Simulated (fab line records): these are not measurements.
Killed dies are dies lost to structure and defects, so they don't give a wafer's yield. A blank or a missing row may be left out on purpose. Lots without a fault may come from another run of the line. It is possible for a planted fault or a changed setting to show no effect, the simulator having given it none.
fab line records -- flow n5_finfet
record lots=14, wafers=42, last_day=17
route steps=1938 shown HKMG_FIN@448 GATE_CUT@468 BEOL_M4@1111
lots that met no fault: taken from a fault-free run of the same line
start_h: hours from the record's opening day to when the first of the lot's shown wafers began -- wait_h: hours elapsed since this lot's preceding step -- " the same as in the row above -- L1.1+2: several wafers, shown together as one row -- - no value, or no start given -- * or withheld: withheld -- < > ~ a bound
route shown NAME@n: NAME is a module with steps in the file, n the number in the route of the first one -- usual: average and standard deviation across the fault-free wafers -- same: alike in all rows -- chamber/n: place in a boat -- sites: per-site readings -- _std_site: the standard deviation of these -- _edge_site: outer sites' mean less inner sites' -- radius_mm: how far each site lies from the wafer's centre -- mask NAME#n: copy n -- behind: the last tool/chamber to shape the wafer -- hold: why the lot went on hold/how many hours it stayed there/how the hold came to an end -- device: whichever transistor did not switch (one of n, p or np) -- end of line: the tests these same wafers got at the end of their route -- a step with no rows: only its recipe -- killed: dies that structure and defects cost at the first sort, which is not the same as the wafer's yield -- map: per-die view of a wafer (x killed, . not killed, _ where there is no die)
set.NAME: the setting that was run; set.NAME@STEP: the one run at that earlier step -- model.NAME: the simulator's own value behind a step, which no gauge read
the route's steps for a sample of lots (tables are steps, rows are wafers)
services: a tool's chamber out of use, with start hour (start_h, from the record's first day; less than 0 if before it), hours out, and reason
## steps
# step N5_HKMG_FIN_NWFM_ALD_20
# recipe material=TiAlC, target_thk_a=20, temp_c=300, ald_precursor_family=TiCl4, ald_co_reactant=TEA, pulse_time_s=3, purge_time_s=2, co_reactant_purge_time_s=2, co_reactant_pulse_time_s=10, ald_cycles=7, pressure_torr=3
# usual heater_power_w=478/48, precursor_pulse_height_rel=0.999/0.02
# same co_reactant_purge_time_s=2
lot.wafer,tool,chamber,start_h,wait_h,heater_power_w,precursor_pulse_height_rel
L404.3,ald_metal-02,1,82.92,0.1,425,1.001
L404.5,ald_metal-02,0,82.92,0.1,449,0.984
L404.6,ald_metal-02,3,82.92,0.1,401,1.025
L405.2,ald_metal-04,0,89.38,0.3,504,1.009
L405.5,ald_metal-04,1,89.38,0.3,475,1.021
L405.6,ald_metal-04,2,89.38,0.3,504,0.997
L406.2,ald_metal-04,2,95.67,0.3,501,1.002
L406.4,ald_metal-04,3,95.67,0.3,438,0.996
L406.6,ald_metal-04,0,95.67,0.3,494,0.979
L407.3,ald_metal-04,3,103.24,0.1,443,1.006
L407.4,ald_metal-04,1,103.24,0.1,467,1.006
L407.6,ald_metal-04,3,103.24,0.1,447,0.972
L408.2,ald_metal-02,2,112.32,0.3,530,0.999
L408.3,ald_metal-02,1,112.32,0.3,421,0.999
L408.4,ald_metal-02,0,112.32,0.3,440,1.000
L410.1,ald_metal-03,2,120.83,0.3,524,0.999
L410.4,ald_metal-03,0,120.83,0.3,602,0.974
L410.6,ald_metal-03,3,120.83,0.3,508,1.030
L415.2,ald_metal-04,1,152.20,0.3,472,0.999
L415.3,ald_metal-04,2,152.20,0.3,499,1.013
L415.6,ald_metal-04,1,152.20,0.3,468,0.969
L416.1,ald_metal-02,1,155.69,0.3,431,0.966
L416.5,ald_metal-02,3,155.69,0.3,394,1.000
L416.6,ald_metal-02,0,155.69,0.3,446,0.972
L417.1,ald_metal-02,3,165.99,0.3,408,1.006
L417.2,ald_metal-02,2,165.99,0.3,522,0.981
L417.3,ald_metal-02,0,165.99,0.3,439,1.001
L418.2,ald_metal-03,1,169.48,0.3,512,1.002
L418.4,ald_metal-03,3,169.48,0.3,494,1.018
L418.5,ald_metal-03,2,169.48,0.3,517,0.984
L421.2,ald_metal-03,1,186.85,0.3,523,0.997
L421.3,ald_metal-03,3,186.85,0.3,498,1.031
L421.4,ald_metal-03,2,186.85,0.3,524,1.007
L423.1,ald_metal-04,2,200.77,0.3,496,1.009
L423.5,ald_metal-04,3,200.77,0.3,436,1.000
L423.6,ald_metal-04,2,200.77,0.3,486,0.972
L425.1,ald_metal-02,3,209.95,0.3,406,1.038
L425.3,ald_metal-02,1,209.95,0.3,425,0.982
L425.4,ald_metal-02,2,209.95,0.3,528,1.027
L426.2,ald_metal-02,0,217.23,0.3,454,0.993
L426.4,ald_metal-02,1,217.23,0.3,430,0.979
L426.5,ald_metal-02,3,217.23,0.3,406,1.017
# step N5_HKMG_FIN_ALD_21
# recipe material=TiN, target_thk_a=15, temp_c=400, ald_precursor_family=TiCl4, ald_co_reactant=NH3, pulse_time_s=1, purge_time_s=3, co_reactant_purge_time_s=2, co_reactant_pulse_time_s=2, ald_cycles=68, pressure_torr=3
# usual heater_power_w=860/79, precursor_pulse_height_rel=1.001/0.019
# same co_reactant_purge_time_s=2
lot.wafer,tool,chamber,start_h,wait_h,heater_power_w,precursor_pulse_height_rel
L404.3,ald_metal-04,2,84.26,0.1,860,1.017
L404.5,ald_metal-04,0,84.26,0.1,917,1.015
L404.6,ald_metal-04,1,84.26,0.1,839,1.014
L405.2,ald_metal-02,1,90.57,0.3,762,0.997
L405.5,ald_metal-02,3,90.57,0.3,720,0.976
L405.6,ald_metal-02,0,90.57,0.3,817,0.993
L406.2,ald_metal-02,3,96.86,0.3,689,0.977
L406.4,ald_metal-02,1,96.86,0.3,755,0.976
L406.6,ald_metal-02,2,96.86,0.3,936,0.986
L407.3,ald_metal-03,3,104.57,0.1,907,1.006
L407.4,ald_metal-03,1,104.57,0.1,944,0.962
L407.6,ald_metal-03,1,104.57,0.1,945,0.996
L408.2,ald_metal-04,3,113.89,0.3,803,1.004
L408.3,ald_metal-04,1,113.89,0.3,849,0.984
L408.4,ald_metal-04,2,113.89,0.3,895,0.989
L410.1,ald_metal-02,3,122.14,0.3,714,1.016
L410.4,ald_metal-02,1,122.14,0.3,762,1.019
L410.6,ald_metal-02,1,122.14,0.3,770,0.996
L415.2,ald_metal-04,2,153.71,0.3,873,1.001
L415.3,ald_metal-04,3,153.71,0.3,775,0.966
L415.6,ald_metal-04,2,153.71,0.3,884,1.029
L416.1,ald_metal-04,3,156.87,0.3,775,1.012
L416.5,ald_metal-04,1,156.87,0.3,822,1.001
L416.6,ald_metal-04,2,156.87,0.3,885,0.995
L417.1,ald_metal-02,3,167.38,0.3,716,1.036
L417.2,ald_metal-02,2,167.38,0.3,953,1.025
L417.3,ald_metal-02,1,167.38,0.3,783,1.011
L418.2,ald_metal-02,3,170.82,0.3,717,0.960
L418.4,ald_metal-02,0,170.82,0.3,806,1.034
L418.5,ald_metal-02,2,170.82,0.3,932,0.999
L421.2,ald_metal-04,3,188.03,0.3,782,1.037
L421.3,ald_metal-04,2,188.03,0.3,866,1.029
L421.4,ald_metal-04,0,188.03,0.3,918,1.001
L423.1,ald_metal-04,1,201.98,0.3,840,0.999
L423.5,ald_metal-04,0,201.98,0.3,891,1.017
L423.6,ald_metal-04,3,201.98,0.3,777,0.980
L425.1,ald_metal-04,1,211.20,0.3,832,0.976
L425.3,ald_metal-04,2,211.20,0.3,899,1.032
L425.4,ald_metal-04,3,211.20,0.3,760,0.997
L426.2,ald_metal-04,3,218.41,0.3,769,1.029
L426.4,ald_metal-04,2,218.41,0.3,899,0.986
L426.5,ald_metal-04,3,218.41,0.3,763,0.973
# step N5_HKMG_FIN_CMP_94
# recipe stop_on=SiNx, post_cmp_clean=w_dilute_nh4oh, t_overpolish_s=4.7, down_force_psi=4, platen_rpm=50.289, pad_velocity_m_s=1.0006, target_thk_nm=43.299
# usual edge_zone_pressure_frac=1.000/0.005, head_pressure_psi=3.999/0.0085, motor_current_A=12.0/1.1
lot.wafer,tool,chamber,start_h,wait_h,edge_zone_pressure_frac,head_pressure_psi,motor_current_A
L404.3,cmp-02,2,85.30,0.3,0.996,4.010,12.7
L404.5,cmp-02,1,85.30,0.3,0.993,4.002,11.8
L404.6,cmp-02,2,85.30,0.3,0.997,4.010,12.1
L405.2,cmp-03,3,91.67,0.2,1.001,4.004,11.8
L405.6,cmp-03,0,91.67,0.2,1.006,4.010,10.8
L405.5,cmp-03,1,91.67,0.2,1.007,3.984,11.0
L406.4,cmp-03,0,97.91,0.3,1.003,4.000,10.6
L406.2,cmp-03,1,97.91,0.3,1.002,4.011,11.0
L406.6,cmp-03,3,97.91,0.3,1.000,4.008,11.9
L407.4,cmp-02,1,105.58,0.4,-,-,-
L407.3,cmp-02,0,105.58,0.4,-,-,-
L407.6,cmp-02,1,105.58,0.4,-,-,-
L408.4,cmp-03,2,114.90,0.4,-,-,-
L408.2,cmp-03,3,114.90,0.4,-,-,-
L408.3,cmp-03,1,114.90,0.4,-,-,-
L410.4,cmp-02,1,123.15,0.4,1.007,4.001,11.1
L410.1,cmp-02,3,123.15,0.4,0.993,4.007,11.4
L410.6,cmp-02,1,123.15,0.4,1.013,4.000,11.5
L415.2,cmp-02,1,154.72,0.4,1.004,3.988,11.0
L415.3,cmp-02,2,154.72,0.4,0.997,4.002,12.1
L415.6,cmp-02,1,154.72,0.4,1.000,3.994,11.3
L416.1,cmp-03,2,157.97,0.2,1.003,4.009,11.0
L416.5,cmp-03,3,157.97,0.2,0.998,3.984,12.1
L416.6,cmp-03,0,157.97,0.2,1.000,4.001,10.7
L417.1,cmp-02,1,168.47,0.3,1.004,4.001,11.2
L417.2,cmp-02,2,168.47,0.3,1.004,3.999,12.0
L417.3,cmp-02,3,168.47,0.3,0.996,3.994,12.1
L418.2,cmp-01,2,171.93,0.4,0.998,4.003,11.6
L418.4,cmp-01,1,171.93,0.4,0.989,4.002,13.9
L418.5,cmp-01,2,171.93,0.4,0.987,3.995,11.8
L421.2,cmp-01,3,189.04,0.4,1.005,3.984,14.4
L421.3,cmp-01,0,189.04,0.4,0.999,4.011,11.0
L421.4,cmp-01,1,189.04,0.4,1.006,3.997,13.1
L423.1,cmp-02,3,203.08,0.2,0.992,4.004,11.5
L423.5,cmp-02,0,203.08,0.2,1.002,4.010,12.4
L423.6,cmp-02,1,203.08,0.2,1.011,3.996,11.6
L425.3,cmp-02,3,212.21,0.4,1.002,3.988,11.5
L425.4,cmp-02,0,212.21,0.4,1.008,3.999,12.8
L425.1,cmp-02,1,212.21,0.4,1.002,4.001,12.1
L426.2,cmp-02,2,219.43,0.4,0.995,4.001,12.0
L426.4,cmp-02,3,219.43,0.4,1.007,3.999,11.9
L426.5,cmp-02,3,219.43,0.4,0.998,3.995,11.7
# step N5_GATE_CUT_VAPOR_ETCH_60
# recipe chemistry=BCl3/Cl2, target=HfO2, mode=isotropic
# usual drypump_motor_current_A=6.1/0.43, he_backside_leak_sccm=3.6/0.31, oes_product_au=0.72/0.091
lot.wafer,tool,chamber,start_h,wait_h,drypump_motor_current_A,he_backside_leak_sccm,oes_product_au
L404.3,rie_metal-01,0,85.79,0.0,6.3,3.4,0.65
L404.5,rie_metal-01,0,85.79,0.0,6.3,3.4,0.64
L404.6,rie_metal-01,1,85.79,0.0,6.5,3.5,0.62
L405.2,rie_metal-02,0,92.34,0.1,5.9,3.6,0.68
L405.5,rie_metal-02,0,92.34,0.1,5.9,3.7,0.69
L405.6,rie_metal-02,0,92.34,0.1,5.9,3.7,0.69
L406.2,rie_metal-02,0,98.63,0.1,5.9,3.6,0.68
L406.4,rie_metal-02,0,98.63,0.1,5.9,3.4,0.68
L406.6,rie_metal-02,0,98.63,0.1,5.9,3.5,0.68
L410.1,rie_metal-03,1,123.66,0.0,6.5,3.5,0.88
L410.4,rie_metal-03,1,123.66,0.0,6.5,3.6,0.87
L410.6,rie_metal-03,1,123.66,0.0,6.4,3.5,0.88
L415.2,rie_metal-03,0,155.23,0.0,5.4,3.5,0.74
L415.3,rie_metal-03,0,155.23,0.0,5.4,3.5,0.74
L415.6,rie_metal-03,1,155.23,0.0,6.5,3.5,0.86
L416.1,rie_metal-02,0,158.39,0.0,5.9,3.7,0.68
L416.5,rie_metal-02,1,158.39,0.0,6.5,3.8,0.83
L416.6,rie_metal-02,0,158.39,0.0,5.9,3.7,0.68
L417.1,rie_metal-01,1,168.94,0.0,6.6,3.6,0.60
L417.2,rie_metal-01,0,168.94,0.0,6.3,3.5,0.63
L417.3,rie_metal-01,0,168.94,0.0,6.2,3.4,0.63
L418.2,rie_metal-01,1,172.44,0.0,6.5,3.7,0.60
L418.4,rie_metal-01,1,172.44,0.0,6.6,3.6,0.61
L418.5,rie_metal-01,0,172.44,0.0,6.3,3.4,0.63
L421.2,rie_metal-03,1,189.55,0.0,6.5,3.7,0.84
L421.3,rie_metal-03,0,189.55,0.0,5.4,3.4,0.73
L421.4,rie_metal-03,1,189.55,0.0,6.5,3.4,0.86
L423.1,rie_metal-02,1,203.50,0.0,6.6,3.6,0.81
L423.5,rie_metal-02,1,203.50,0.0,6.5,3.8,0.81
L423.6,rie_metal-02,0,203.50,0.0,5.9,3.7,0.67
L425.1,rie_metal-03,0,212.72,0.0,5.4,3.6,0.72
L425.3,rie_metal-03,1,212.72,0.0,6.5,3.7,0.84
L425.4,rie_metal-03,0,212.72,0.0,5.4,3.6,0.73
L426.2,rie_metal-03,0,219.93,0.0,5.4,3.6,0.72
L426.4,rie_metal-03,1,219.93,0.0,6.5,3.6,0.84
L426.5,rie_metal-03,1,219.93,0.0,6.5,3.5,0.84
# step N5_BEOL_M4_RC_MEAS_101
# usual DIBL_N=36.9/1.6, DIBL_P=37.1/2, IOFF_N=0.17/0.032, IOFF_P=0.22/0.036, ION_N=674/12, ION_P=463/7.8, SS_N=71.7/0.63, SS_P=73.5/0.62, VT_N=249/3.3, VT_P=-250/3.5
lot.wafer,tool,chamber,start_h,wait_h,DIBL_N[mV/V],DIBL_P[mV/V],IOFF_N[nA/um],IOFF_P[nA/um],ION_N[uA/um],ION_P[uA/um],SS_N[mV/dec],SS_P[mV/dec],VT_N[mV],VT_P[mV]
L405.2,prober-01,0,185.03,0.2,37.0,37.2,0.15,0.19,652,448,70.9,74.1,251,-257
L405.5,prober-01,0,185.03,0.2,37.6,38.0,0.16,0.21,668,462,71.8,74.3,252,-253
L405.6,prober-01,0,185.03,0.2,38.1,38.1,0.16,0.20,663,453,71.5,73.8,252,-253
L404.3,prober-02,0,188.90,0.3,36.8,37.8,0.15,0.27,664,466,71.3,73.3,252,-245
L404.5,prober-02,0,188.90,0.3,36.7,36.2,0.15,0.24,649,462,71.9,73.0,251,-247
L404.6,prober-02,0,188.90,0.3,37.8,37.1,0.17,0.25,666,466,71.1,73.1,249,-244
L406.2,prober-01,0,195.17,0.2,38.6,39.4,0.20,0.29,679,469,71.8,74.3,247,-246
L406.4,prober-01,0,195.17,0.2,36.9,39.0,0.18,0.29,689,474,72.1,73.9,249,-246
L406.6,prober-01,0,195.17,0.2,35.1,35.2,0.14,0.21,664,464,71.2,73.3,252,-248
L410.1,prober-01,0,220.95,0.0,38.6,38.0,0.19,0.27,674,464,72.3,73.7,248,-247
L410.4,prober-01,0,220.95,0.0,37.5,36.6,0.17,0.22,670,459,71.8,74.0,249,-250
L410.6,prober-01,0,220.95,0.0,37.1,36.7,0.18,0.23,677,463,72.2,73.6,248,-246
L416.1,prober-01,0,241.76,0.0,37.2,38.2,0.17,0.24,681,473,71.6,73.7,248,-249
L416.5,prober-01,0,241.76,0.0,36.7,37.3,0.16,0.22,685,474,71.9,72.7,249,-252
L416.6,prober-01,0,241.76,0.0,38.8,38.7,0.20,0.25,680,455,72.4,73.4,246,-249
L415.2,prober-01,0,249.72,0.2,33.2,33.8,0.11,0.13,658,451,71.9,72.2,258,-257
L415.3,prober-01,0,249.72,0.2,34.9,38.0,0.13,0.19,650,451,71.8,72.7,258,-253
L415.6,prober-01,0,249.72,0.2,34.9,36.9,0.14,0.17,664,457,71.5,72.2,252,-254
L418.2,prober-01,0,257.42,0.2,38.2,39.2,0.21,0.25,688,465,72.6,74.0,247,-244
L418.4,prober-01,0,257.42,0.2,37.9,39.5,0.21,0.25,679,465,72.9,73.4,246,-249
L418.5,prober-01,0,257.42,0.2,35.0,36.4,0.15,0.21,662,457,71.8,73.9,248,-252
L417.1,prober-02,0,272.23,0.0,35.2,35.0,0.13,0.18,657,453,71.4,72.7,254,-254
L417.2,prober-02,0,272.23,0.0,37.9,37.9,0.17,0.23,667,461,72.0,74.2,251,-250
L417.3,prober-02,0,272.23,0.0,34.6,33.6,0.12,0.17,660,456,70.8,73.7,253,-256
L421.2,prober-01,0,280.19,0.2,36.1,35.9,0.16,0.25,672,468,71.8,73.7,247,-246
L421.3,prober-01,0,280.19,0.2,39.8,38.9,0.24,0.30,697,479,72.4,74.4,243,-243
L421.4,prober-01,0,280.19,0.2,37.8,37.5,0.20,0.28,695,473,71.5,73.8,245,-244
L423.1,prober-02,0,298.40,0.0,38.9,36.3,0.19,0.25,672,465,73.1,74.1,250,-247
L423.5,prober-02,0,298.40,0.0,36.9,34.8,0.15,0.23,674,463,71.7,74.1,251,-249
L423.6,prober-02,0,298.40,0.0,35.1,33.3,0.13,0.20,666,462,71.1,73.0,253,-250
L425.1,prober-01,0,302.13,0.0,36.7,34.9,0.18,0.25,682,472,71.2,73.7,246,-246
L425.3,prober-01,0,302.13,0.0,35.1,32.2,0.14,0.20,667,464,71.7,72.9,253,-249
L425.4,prober-01,0,302.13,0.0,38.2,36.6,0.19,0.27,673,466,72.0,73.8,248,-245
L426.2,prober-01,0,310.08,0.2,36.4,37.4,0.16,0.24,676,469,71.2,73.3,247,-245
L426.4,prober-01,0,310.08,0.2,37.4,38.7,0.17,0.25,677,467,70.5,73.9,249,-247
L426.5,prober-01,0,310.08,0.2,34.4,35.7,0.12,0.21,664,467,71.0,72.7,255,-249
## services
tool,chamber,start_h,hours,kind
rie_metal-02,1,68.47,71.4,repair
ald_metal-02,1,78.57,3.0,repair
cmp-03,-,79.69,0.6,repair
ald_metal-03,-,87.17,8.7,pm
rie_metal-02,-,89.89,1.2,repair
cmp-01,-,90.49,1.9,repair
cmp-03,-,101.68,1.2,repair
ald_metal-03,0,116.50,4.1,repair
rie_metal-02,0,122.24,33.3,repair
rie_metal-03,-,123.70,0.8,repair
cmp-03,-,129.47,6.0,repair
cmp-02,-,143.59,0.5,repair
cmp-02,-,146.49,5.1,repair
ald_metal-04,0,151.52,17.6,repair
ald_metal-04,1,163.75,5.6,repair
ald_metal-03,-,164.83,2.8,pm
cmp-03,-,185.86,5.9,repair
cmp-02,-,187.40,2.3,repair
ald_metal-04,1,194.18,6.9,repair
cmp-02,-,195.88,1.1,repair
cmp-03,-,203.28,1.0,repair
cmp-02,-,204.74,0.2,repair
cmp-03,-,208.51,0.7,repair
cmp-01,-,216.30,6.0,pm
## key
first_sign step=N5_HKMG_FIN_CMP_94, reading=tool_record, direction=missing
effect none on later readings
met_at N5_HKMG_FIN_CMP_94
struck_lots L407,L408
later_rows_left_out L407.3,L407.4,L407.6,L408.2,L408.3,L408.4
sort_left_out L407.3,L407.4,L407.6,L408.2,L408.3,L408.4
not_acting_at N5_HKMG_FIN_NWFM_ALD_20,N5_HKMG_FIN_ALD_21,N5_GATE_CUT_VAPOR_ETCH_60
onset_between 97.91 105.58
fault kind=skipped_step_whole, tool=cmp-02,cmp-03, chamber=-, onset_h=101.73, steps=N5_HKMG_FIN_CMP_94, scope=struck_lots_only
# sort_left_out: the simulated sort isn't trusted on such a fault, so these wafers' sort isn't shown, and their yield isn't known
# later_rows_left_out: the simulator's readings of these wafers behind a module that went badly wrong aren't trusted and aren't shown, but for the sort
